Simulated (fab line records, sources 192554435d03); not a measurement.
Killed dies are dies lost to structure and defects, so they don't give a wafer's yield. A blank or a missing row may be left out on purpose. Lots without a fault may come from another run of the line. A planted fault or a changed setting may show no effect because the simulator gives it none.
Chamber matching | flow n5_finfet | N5_HKMG_FIN_ALD_74 on ald_hk-01: 4 sister chambers
The step deposits La2O3, target thk 0.5 nm, pulse time 6 s, co reactant pulse time 1 s. 4 wafers are shown with their chamber, then 12 later ones without.

WAFERS WITH THEIR CHAMBER
wafer  | chamber | heater_power_w (W)
L084.2 | 0       | 350
L087.5 | 2       | 337
L090.1 | 3       | 345
L090.5 | 1       | 322

WAFERS WITHOUT THEIR CHAMBER
wafer  | heater_power_w (W)
L091.1 | 339
L091.4 | 326
L091.5 | 349
L092.2 | 355
L092.3 | 350
L092.6 | 350
L093.2 | 342
L093.5 | 350
L093.6 | 325
L096.3 | 342
L096.4 | 322
L096.5 | 349

WHICH CHAMBER EACH WENT THROUGH
wafer  | from the rows above     | in truth
L091.1 | can't be placed: 2 or 3 | 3
L091.4 | 1                       | 1
L091.5 | can't be placed: 0 or 3 | 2
L092.2 | 0                       | 0
L092.3 | 0                       | 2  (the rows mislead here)
L092.6 | 0                       | 0
L093.2 | can't be placed: 3 or 2 | 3
L093.5 | 0                       | 0
L093.6 | 1                       | 1
L096.3 | can't be placed: 3 or 2 | 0
L096.4 | 1                       | 1
L096.5 | can't be placed: 0 or 3 | 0
Placed correctly: 6 of 12. Can't be placed from these rows: 5 (the true chamber is among the candidates in 3). Placed wrongly: 1.
How it was worked out, from the rows above alone: a wafer's distance from a chamber is the root of the sum, over the readings, of the square of ((its reading less the chamber's mean) divided by the reading's scatter). The wafer belongs to the nearest chamber; if the next one is less than 2 further off, it can't be placed. A chamber's mean is the mean of its shown wafers. The scatter: with one shown wafer a chamber, the root of the mean of the squares of how far each hidden wafer lies from its nearest shown one.
